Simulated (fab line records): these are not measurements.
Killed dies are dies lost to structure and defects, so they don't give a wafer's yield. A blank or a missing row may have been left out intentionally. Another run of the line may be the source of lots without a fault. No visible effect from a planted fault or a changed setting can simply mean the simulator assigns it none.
Comparing a struck lot with a sound one :: flow nandHarc :: 41 out of 1159 route steps
Sound: these wafers, L525.1, L525.3, L525.5. Struck: wafers L529.4, L529.6. (L529.5 of the same lot was not struck and is left out.) The cause comes at the end.
For every step that has rows: the tool of each side, followed by ch and its chambers, followed by its first start. Under that, the readings that differ: sound wafers :: struck wafers :: difference of the means :: sigmas: that difference in standard deviations of wafers without a fault.
alike: readings with means less than 2 such deviations apart, plus words and numbers identical on both sides. not compared: withheld readings, readings lacking a value on some wafer, bounds such as >300 that could conceal the same value, and numbers that have no deviation in the record and whose values overlap.
Wherever a step has rows on one side only, a row that says differs or no value, or a row with sigmas, the two part there. Numbers that have no deviation but don't overlap get no sigmas and don't part them. A reading missing from all wafers of one side parts the sides only when that side holds two or more wafers.

first, 1 step without rows for these wafers: NHARC_A_CONTACT_DEVELOP_07 (develop time 35 s).
NHARC_A_CONTACT_CD_MEAS_08: the cd target is 100 nm.
  sound on cdSem-02 ch 0, day 18 13:55; struck on cdSem-03 ch 0, day 20 06:52
  alike: cdNm
NHARC_A_CONTACT_OVL_MEAS_09:
  sound on overlay-02, day 18 14:00; struck on overlay-02, day 20 06:57
reading: overlayYNm (nm)
sound: 0.9 1.5 0.6
struck: -1.5 -0.6
difference: -2.0
sigmas: -2
  alike: overlayXNm
NHARC_A_CONTACT_INSPECT_10:
  sound on defectInspect-01, day 18 14:02; struck on defectInspect-01, day 20 06:59
  alike: rawDefectCount
then, 3 steps without rows for these wafers: NHARC_A_CONTACT_DESCUM_13 (chemistry O2, time 3 s); NHARC_A_CONTACT_ETCH_88 (etches the open film in CF4, target depth 39 nm, time 65 s); NHARC_A_CONTACT_ETCH_89 (etches the open film in N2/H2, target depth 260 nm, time 475.3 s).
NHARC_A_CONTACT_ETCH_30: etches the open film in CF4/CHF3, target depth 60.5 nm, time 30.2 s.
  sound on rieDiel-08 ch 0,2; struck on rieDiel-04 ch 0,2
  alike: chf3FlowSccm, drypumpMotorCurrentA, oesProductAu, rfVppV, showerheadPlenumPTorr, throttleValvePct
  not compared: rfHoursCounterH
then, 1 step without rows for these wafers: NHARC_A_CONTACT_ETCH_31 (etches the open film in O2/COS, target depth 2000 nm, time 520 s).
NHARC_A_CONTACT_ETCH_134: etches the open film in C4F8/O2/Ar, time 140 s, target depth 700 nm.
  sound on harCapEtch-02 ch 1, day 18 15:07; struck on harCapEtch-02 ch 1, day 20 09:47
  not compared: rfHoursCounterH
NHARC_A_CONTACT_ETCH_135: etches the open film in C4F8/O2/Ar, time 132 s, target depth 1287 nm.
  sound on harCapEtch-02 ch 1, day 18 15:19; struck on harCapEtch-02 ch 1, day 20 09:58
  not compared: rfHoursCounterH
then, 1 step without rows for these wafers: NHARC_A_CONTACT_ETCH_136 (etches the open film in C4F8/O2/Ar, time 132 s, target depth 1287 nm).
NHARC_A_CONTACT_ETCH_137: etches the open film in C4F8/O2/Ar, time 132 s, target depth 1287 nm.
  sound on harCapEtch-02 ch 1, day 18 15:33; struck on harCapEtch-02 ch 1, day 20 10:13
  not compared: rfHoursCounterH
NHARC_A_CONTACT_ETCH_138: etches the open film in C4F8/O2/Ar, time 132 s, target depth 1289 nm.
  sound on harCapEtch-02 ch 1, day 18 15:41; struck on harCapEtch-02 ch 1, day 20 10:20
  not compared: rfHoursCounterH
then, 3 steps without rows for these wafers: NHARC_A_CONTACT_ETCH_139 (etches the open film in C4F8/O2/Ar, time 137 s, target depth 590 nm); NHARC_A_CONTACT_ETCH_92 (etches the open film in CH3F/O2, target depth 40 nm, time 85.7 s); NHARC_A_CONTACT_ETCH_98 (etches the open film in C4F6/O2, target depth 20 nm, time 10 s).
NHARC_A_CONTACT_CD_MEAS_15:
  sound on cdSem-02, day 18 16:46; struck on cdSem-01, day 20 11:04
  alike: cdNm
then, 8 steps without rows for these wafers: NHARC_A_CONTACT_STRIP_107 (strips in N2/H2); NHARC_A_CONTACT_STRIP_108 (strips in CF4/CHF3); NHARC_A_CONTACT_STRIP_109 (strips in O2/COS); NHARC_A_CONTACT_ETCH_110 (etches the open film in CF4/O2, target depth 50 nm, overetch 5 nm, time 27.5 s); NHARC_A_CONTACT_STRIP_26 (strips in O2); NHARC_A_CONTACT_STRIP_27 (strips in post etch residue remover, time 600 s); NHARC_A_CONTACT_ALD_18 (deposits TiN, target thk 3 nm, pulse time 1 s, ald cycles 150); NHARC_A_CONTACT_CVD_19 (deposits W, target thk 300 nm, time 802 s).
NHARC_A_CONTACT_CMP_20: polishes, t overpolish 30 s, target thk 300 nm.
  sound on cmp-03 ch 1,2,3, day 18 22:06; struck on cmp-04 ch 2, day 20 13:14
reading: timeToEndpointS (s)
sound: 62.3 63.7 64.1
struck: 57.3 56.8
difference: -6.3
sigmas: -2
  alike: motorCurrentA, overpolishRunS, slurryFilterDpKPa
then, 11 steps without rows for these wafers: NHARC_A_CONTACT_SRD_22; NHARC_A_BLC_DEHYDRATE_00 (time 120 s); NHARC_A_BLC_HMDS_01 (time 30 s); NHARC_A_BLC_COAT_02 (time 75 s); NHARC_A_BLC_COAT_03 (time 65 s); NHARC_A_BLC_COAT_04 (resist thk 90 nm); NHARC_A_BLC_SOFTBAKE_05 (time 55 s); NHARC_A_BLC_EBR_06; NHARC_A_BLC_EXPOSE_07 (exposes mask A BLC, target cd 100 nm); NHARC_A_BLC_PEB_08 (peb time 65 s); NHARC_A_BLC_DEVELOP_09 (develop time 35 s).
NHARC_A_BLC_CD_MEAS_10: the cd target is 100 nm.
  sound on cdSem-01 ch 0, day 18 22:51; struck on cdSem-03 ch 0, day 20 14:10
  alike: cdNm
NHARC_A_BLC_OVL_MEAS_11:
  sound on overlay-02, day 18 22:56; struck on overlay-01, day 20 14:16
  alike: overlayXNm, overlayYNm
-- jump in the record: it breaks off in module A_BLC and resumes in module END (first step shown: number 1159 of the route), and 2 days separate the struck wafers' starts before and after --
NHARC_END_SORT_01:
  at this point the record logs the struck wafers (prober-02 ch 0, day 22 16:08) and has no rows for the sound ones

## WHERE THEY PART
First at NHARC_A_CONTACT_OVL_MEAS_09; last, within this record, at NHARC_END_SORT_01.

WHY: the cause the simulator had injected
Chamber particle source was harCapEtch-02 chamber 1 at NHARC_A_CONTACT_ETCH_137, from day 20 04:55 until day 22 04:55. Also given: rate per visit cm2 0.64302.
